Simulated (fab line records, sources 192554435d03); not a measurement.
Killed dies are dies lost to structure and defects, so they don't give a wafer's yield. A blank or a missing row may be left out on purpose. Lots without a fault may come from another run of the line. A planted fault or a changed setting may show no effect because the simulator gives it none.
Chamber matching | flow n5_finfet | N5_BEOL_M4_PRE_CLEAN_60 on cvd_co-01: 3 sister chambers
The step time 15 s. 3 wafers are shown with their chamber, then 8 later ones without.

WAFERS WITH THEIR CHAMBER
wafer  | chamber | heater_power_w (W)
L082.2 | 0       | 64
L089.4 | 2       | 87
L093.1 | 1       | 103

WAFERS WITHOUT THEIR CHAMBER
wafer  | heater_power_w (W)
L093.5 | 103
L093.6 | 89
L094.2 | 87
L094.3 | 100
L094.4 | 88
L096.2 | 91
L096.3 | 63
L096.4 | 100

WHICH CHAMBER EACH WENT THROUGH
wafer  | from the rows above | in truth
L093.5 | 1                   | 1
L093.6 | 2                   | 2
L094.2 | 2                   | 2
L094.3 | 1                   | 1
L094.4 | 2                   | 2
L096.2 | 2                   | 2
L096.3 | 0                   | 0
L096.4 | 1                   | 1
Placed correctly: 8 of 8. Can't be placed from these rows: 0. Placed wrongly: 0.
How it was worked out, from the rows above alone: a wafer's distance from a chamber is the root of the sum, over the readings, of the square of ((its reading less the chamber's mean) divided by the reading's scatter). The wafer belongs to the nearest chamber; if the next one is less than 2 further off, it can't be placed. A chamber's mean is the mean of its shown wafers. The scatter: with one shown wafer a chamber, the root of the mean of the squares of how far each hidden wafer lies from its nearest shown one.
